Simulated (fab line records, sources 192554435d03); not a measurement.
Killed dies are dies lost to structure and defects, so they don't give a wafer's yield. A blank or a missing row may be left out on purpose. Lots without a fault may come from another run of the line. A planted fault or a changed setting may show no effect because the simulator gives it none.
fab line records | flow n5_finfet
record lots=10 wafers=30 last_day=17
route steps=1938 shown BEOL_M3@1004 BEOL_M4@1111
lots that met no fault: from a run of the same line without faults
start_h: hours from the record's first day to the start of the lot's first wafer shown | wait_h: hours since the lot's step before | " the same as in the row above | L1.1+2: a row that stands for several wafers | - no value, or no start given | * or withheld: withheld | < > ~ a bound
route shown NAME@n: a module of which the file shows steps, and the number in the route of the first | usual: mean/standard deviation of fault-free wafers | same: alike in all rows | chamber/n: place in a boat | sites: the reading at each site | _std_site: their standard deviation | _edge_site: outer sites' mean less inner sites' | radius_mm: how far each site lies from the wafer's centre | mask NAME#n: copy n | behind: the tool/chamber that last shaped the wafer | hold: why the lot was held/for how many hours/how that ended | device: the transistor (n, p or np) that didn't switch | end of line: the same wafers' tests at the end of the route | a step without rows: its recipe alone | killed: dies lost to structure and defects at the first sort, not the wafer's yield | map: a wafer's dies, x killed, . not, _ none there
set.NAME: the setting as run; set.NAME@STEP: as run at that earlier step | model.NAME: the simulator's own value behind a step, which no gauge read
steps of the route over a sample of lots; a table a step, a row a wafer
services: from which hour (start_h, from the record's first day; less than 0 if before it) a tool's chamber was out of use, for how many hours, and why
## steps
# step N5_BEOL_M3_SPUTTER_90
# recipe material=Cu target_thk_a=45 temp_c=-20 chamber_pressure_pa=0.07 power_w=withheld time_s=8.29
# usual throttle_valve_pct=30.0/0.63
# columns lot.wafer tool chamber start_h wait_h throttle_valve_pct
L709.1 pvd_sputter-01 - 156.31 0.1 29.7
L709.2 " - " " 30.6
L709.4 " - " " 30.2
L712.1 pvd_sputter-01 - 170.72 0.1 29.5
L712.3 " - " " 30.2
L712.5 " - " " 30.0
L713.1 pvd_sputter-01 - 175.04 0.1 29.8
L713.2 " - " " 30.0
L713.4 " - " " 30.7
L714.2 pvd_sputter-03 - 184.98 0.1 31.3
L714.4 " - " " 29.1
L714.5 " - " " 29.8
L716.1 pvd_sputter-01 - 200.13 0.1 30.2
L716.4 " - " " 30.6
L716.6 " - " " 30.3
L718.1 pvd_sputter-01 - 206.65 0.1 30.4
L718.2 " - " " 29.6
L718.3 " - " " 29.9
L720.3 pvd_sputter-01 - 227.46 0.1 30.7
L720.4 " - " " 30.2
L720.6 " - " " 30.0
L721.1 pvd_sputter-02 - 229.19 0.1 28.7
L721.2 " - " " 29.2
L721.5 " - " " 29.2
L726.1 pvd_sputter-02 - 255.17 0.1 31.1
L726.2 " - " " 29.4
L726.5 " - " " 30.6
L731.2 pvd_sputter-03 - 283.97 0.1 31.2
L731.4 " - " " 29.8
L731.5 " - " " 31.3
# step N5_BEOL_M3_ECD_50
# recipe material=Cu target_thk_a=3000
# columns lot.wafer tool chamber start_h wait_h
L709.1+2+4 ecd_cu-02 1,0,0 157.09 0.1
L712.1+3+5 ecd_cu-02 0 171.49 0.1
L713.1+2+4 ecd_cu-01 1,0,0 175.81 0.1
L714.2+4+5 ecd_cu-02 0,1,1 185.76 0.1
L716.1+4+6 ecd_cu-02 0,1,1 200.92 0.1
L718.1+2+3 ecd_cu-02 1,0,0 207.42 0.1
L720.3+4+6 ecd_cu-02 0,1,1 228.27 0.1
L721.1+2+5 ecd_cu-02 1,0,0 229.96 0.1
L726.1+2+5 ecd_cu-01 1,0,0 255.97 0.1
L731.2+4+5 ecd_cu-01 0 284.76 0.1
# step N5_BEOL_M3_CMP_52
# recipe stop_on=SiOC t_overpolish_s=6.8 down_force_psi=1 platen_rpm=50 clearing_platen_down_force_psi=1.5 clearing_platen_rpm=50 post_cmp_clean=cu_alkaline target_thk_nm=40 clearing_platen_pad_velocity_m_s=0.99484 pad_velocity_m_s=0.99484
# usual motor_current_A=6.3/0.63 time_to_endpoint_s=64/3.8
# columns lot.wafer tool chamber start_h wait_h motor_current_A time_to_endpoint_s
L709.1 cmp-04 1 157.46 0.3 5.8 64
L709.4 " 2 " " 6.2 59
L709.2 " 0 " " 5.5 67
L712.3 cmp-03 1 171.87 0.2 6.2 66
L712.1 " 0 " " 6.7 73
L712.5 " 1 " " 5.9 64
L713.4 cmp-03 0 176.19 0.1 6.4 68
L713.1 " 1 " " 6.1 65
L713.2 " 3 " " 6.3 63
L714.2 cmp-02 0 186.55 0.3 6.7 63
L714.4 " 1 " " 7.0 65
L714.5 " 3 " " 5.4 66
L716.4 cmp-02 2 201.31 0.1 7.7 70
L716.1 " 3 " " 5.6 62
L716.6 " 3 " " 5.6 63
L718.1 cmp-04 2 207.84 0.3 6.0 56
L718.3 " 3 " " 5.3 65
L718.2 " 0 " " 5.6 63
L720.3 cmp-04 2 228.68 0.2 6.4 60
L720.4 " 0 " " 5.5 64
L720.6 " 2 " " 6.3 55
L721.2 cmp-02 0 230.34 0.2 6.6 29
L721.1 " 3 " " 5.3 68
L721.5 " 0 " " 6.5 27
L726.2 cmp-02 3 256.74 0.3 5.8 60
L726.1 " 0 " " 6.5 63
L726.5 " 2 " " 7.8 69
L731.2 cmp-03 2 285.17 0.2 6.7 60
L731.4 " 0 " " 6.5 65
L731.5 " 2 " " 6.8 61
# step N5_BEOL_M3_THK_MEAS_53
# recipe thk_meas_gauge=xrf reads=Cu_of_BEOL_M3_ECD_50
# usual M3_THK=39.5/1.7
# columns lot.wafer tool chamber start_h wait_h M3_THK[nm]
L709.1 film_metro-01 - 157.76 - 37.1
L709.2 " - " " 35.1
L709.4 " - " " 36.3
L712.1 film_metro-01 - 172.17 - 40.6
L712.3 " - " " 39.1
L712.5 " - " " 42.1
L713.1 film_metro-01 - 176.48 - 39.6
L713.2 " - " " 39.0
L713.4 " - " " 41.1
L714.2 film_metro-02 - 186.77 - 39.2
L714.4 " - " " 40.5
L714.5 " - " " 41.4
L716.1 film_metro-01 - 201.61 - 38.5
L716.4 " - " " 40.7
L716.6 " - " " 38.8
L718.1 film_metro-02 - 208.10 - 37.8
L718.2 " - " " 37.5
L718.3 " - " " 38.0
L720.3 film_metro-01 - 228.94 - 37.9
L720.4 " - " " 41.0
L720.6 " - " " 39.0
L721.1 film_metro-02 - 230.63 - 38.1
L721.2 " - " " 39.0
L721.5 " - " " 40.5
L726.1 film_metro-01 - 256.96 - 38.7
L726.2 " - " " 38.9
L726.5 " - " " 41.0
L731.2 film_metro-02 - 285.43 - 38.7
L731.4 " - " " 40.5
L731.5 " - " " 39.3
# step N5_BEOL_M3_DEP_57
# recipe material=SiCN target_thk_a=80 temp_c=withheld precursor=3MS/NH3 pressure_torr=3 rf_w=202 time_s=14
# usual chamber_pressure_Torr=3.001/0.0078 showerhead_plenum_p_Torr=3.662/0.0071 throttle_valve_pct=9.3/0.74
# columns lot.wafer tool chamber start_h wait_h chamber_pressure_Torr showerhead_plenum_p_Torr throttle_valve_pct
L709.1 pecvd-02 2 157.95 0.0 2.993 3.658 8.8
L709.2 " 1 " " 2.994 3.670 9.3
L709.4 " 0 " " 3.001 3.660 9.3
L712.1 pecvd-04 2 172.36 0.0 3.016 3.669 9.1
L712.3 " 1 " " 3.006 3.662 10.5
L712.5 " 1 " " 2.999 3.657 10.5
L713.1 pecvd-01 1 176.68 0.0 3.009 3.657 10.0
L713.2 " 0 " " 3.010 3.655 9.0
L713.4 " 2 " " 2.992 3.648 8.2
L714.2 pecvd-02 0 186.96 0.0 3.010 3.655 9.4
L714.4 " 0 " " 3.011 3.656 9.3
L714.5 " 1 " " 3.006 3.675 9.6
L716.1 pecvd-04 0 201.80 0.0 3.006 3.665 8.9
L716.4 " 1 " " 3.000 3.656 10.5
L716.6 " 0 " " 2.988 3.662 8.9
L718.1 pecvd-04 1 208.30 0.0 3.004 3.659 10.8
L718.2 " 0 " " 3.012 3.661 9.1
L718.3 " 0 " " 3.000 3.663 9.1
L720.3 pecvd-04 0 229.16 0.0 2.992 3.660 9.2
L720.4 " 1 " " 3.009 3.665 10.4
L720.6 " 1 " " 3.005 3.667 10.5
L721.1 pecvd-04 0 230.84 0.0 2.995 3.659 9.3
L721.2 " 1 " " 2.998 3.664 10.6
L721.5 " 0 " " 2.996 3.661 9.1
L726.1 pecvd-04 0 257.15 0.0 3.009 3.650 9.0
L726.2 " 2 " " 2.996 3.668 8.3
L726.5 " 2 " " 2.999 3.663 8.3
L731.2 pecvd-02 0 285.62 0.0 3.005 3.656 9.4
L731.4 " 2 " " 3.004 3.658 8.9
L731.5 " 0 " " 3.006 3.659 9.5
# step N5_BEOL_M4_RC_MEAS_101
# usual DIBL_N=36.8/1.5 DIBL_P=37.1/2.1 IOFF_N=0.168/0.03 IOFF_P=0.22/0.034 ION_N=679/12 ION_P=466/8 SS_N=71.7/0.58 SS_P=73.5/0.67 VT_N=248.8/2.7 VT_P=-250/3.3
# columns lot.wafer tool chamber start_h wait_h DIBL_N[mV/V] DIBL_P[mV/V] IOFF_N[nA/um] IOFF_P[nA/um] ION_N[uA/um] ION_P[uA/um] SS_N[mV/dec] SS_P[mV/dec] VT_N[mV] VT_P[mV]
L709.1 prober-01 0 170.64 0.0 37.6 39.4 0.203 0.29 694 475 71.2 74.3 245.8 -247
L709.2 " 0 " " 37.3 37.8 0.181 0.25 679 466 71.3 73.5 249.1 -248
L709.4 " 0 " " 38.0 39.2 0.197 0.28 679 470 71.7 74.9 247.4 -246
L712.1 prober-02 0 179.56 0.0 36.4 37.5 0.165 0.22 677 468 71.8 72.7 247.4 -253
L712.3 " 0 " " 38.7 40.5 0.200 0.27 687 468 72.6 74.0 246.2 -247
L712.5 " 0 " " 36.0 37.8 0.152 0.23 679 468 71.0 72.7 251.6 -246
L713.1 prober-01 0 185.76 0.0 37.7 38.3 0.187 0.26 678 467 72.6 74.2 247.7 -246
L713.2 " 0 " " 39.2 37.7 0.213 0.24 680 460 72.9 73.9 248.0 -247
L713.4 " 0 " " 34.7 33.1 0.126 0.17 667 458 71.5 73.1 252.7 -252
L714.2 prober-01 0 198.07 0.2 35.4 37.0 0.167 0.22 671 469 71.3 74.0 247.2 -249
L714.4 " 0 " " 35.5 37.0 0.166 0.21 680 463 71.8 72.8 245.1 -248
L714.5 " 0 " " 35.6 37.2 0.183 0.22 684 470 71.2 73.4 244.9 -247
L716.1 prober-02 0 211.98 0.0 38.5 38.9 0.202 0.22 682 455 72.4 74.0 246.2 -250
L716.4 " 0 " " 35.3 36.3 0.153 0.19 678 466 72.1 73.2 250.0 -253
L716.6 " 0 " " 37.8 39.0 0.204 0.24 696 467 72.0 74.1 245.2 -249
L718.1 prober-02 0 216.12 0.0 40.3 41.8 0.264 0.28 698 468 72.5 74.9 243.8 -250
L718.2 " 0 " " 36.5 36.5 0.150 0.18 660 452 70.7 74.0 251.1 -253
L718.3 " 0 " " 38.9 41.4 0.217 0.27 677 467 72.4 74.1 244.8 -249
L720.3 prober-02 0 240.63 0.3 37.1 39.3 0.176 0.24 677 463 72.4 73.6 250.6 -246
L720.4 " 0 " " 36.8 40.2 0.175 0.27 670 463 72.5 74.6 249.6 -246
L720.6 " 0 " " 37.4 40.5 0.181 0.27 674 466 72.5 74.3 247.8 -246
L721.1 prober-02 0 242.12 0.0 34.3 32.5 0.132 0.19 662 465 70.9 73.3 250.2 -251
L721.2 " 0 " " 36.4 34.9 0.166 0.22 676 470 71.2 73.4 247.7 -250
L721.5 " 0 " " 35.6 34.2 0.152 0.21 670 461 71.0 74.0 249.4 -250
L726.1 prober-01 0 268.45 0.0 38.4 38.2 0.189 0.24 696 480 72.0 73.4 246.2 -250
L726.2 " 0 " " 37.9 37.6 0.169 0.24 677 464 71.6 73.5 245.0 -249
L726.5 " 0 " " 37.8 38.1 0.193 0.25 708 484 72.4 74.2 243.7 -245
L731.2 prober-01 0 314.67 0.2 37.7 38.6 0.167 0.25 676 467 71.3 73.1 249.5 -246
L731.4 " 0 " " 38.0 37.2 0.171 0.22 680 469 71.0 72.6 249.2 -248
L731.5 " 0 " " 35.4 34.7 0.135 0.18 667 455 71.3 72.9 252.4 -251
## services
# columns tool chamber start_h hours kind
pecvd-04 0 134.53 2.1 scheduled_down
pecvd-02 - 136.68 2.8 pm
pvd_sputter-02 - 153.89 1.6 repair
cmp-04 - 192.99 4.0 pm
cmp-04 - 196.99 - consumable_replace:conditioner
pecvd-04 2 202.38 - clean
pecvd-04 2 202.38 - consumable_replace:showerhead
pecvd-04 2 202.38 29.0 scheduled_down
pecvd-04 2 202.38 29.0 vent_cycle
cmp-03 - 203.68 0.3 repair
ecd_cu-01 - 204.71 3.2 repair
ecd_cu-02 - 209.48 5.5 repair
cmp-02 - 212.38 0.3 repair
cmp-04 - 221.33 1.1 repair
ecd_cu-01 - 232.59 3.9 pm
pecvd-04 2 233.64 5.5 scheduled_down
cmp-03 - 240.60 4.1 repair
ecd_cu-01 - 242.71 0.5 repair
cmp-03 - 253.55 4.0 pm
cmp-04 - 257.30 1.7 repair
cmp-04 - 269.06 3.8 repair
cmp-03 - 274.21 0.6 repair
pecvd-01 0 275.08 15.7 repair
cmp-02 - 279.47 6.2 repair
## key
first_sign step=N5_BEOL_M3_CMP_52 reading=time_to_endpoint_s direction=down sigmas=9.6 usual=* struck=*
effect none on later readings
met_at N5_BEOL_M3_ECD_50
struck_lots L721
struck_wafers L721.2,L721.5
not_acting_at N5_BEOL_M3_SPUTTER_90,N5_BEOL_M3_THK_MEAS_53,N5_BEOL_M3_DEP_57
onset_between 228.27 229.96
fault kind=process_parameter_drift tool=ecd_cu-02 chamber=- onset_h=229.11 steps=N5_BEOL_M3_ECD_50 channel=target_thk_a offset=* shape=step end_h=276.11 scope=struck_wafers_only acts_in=* stated=*
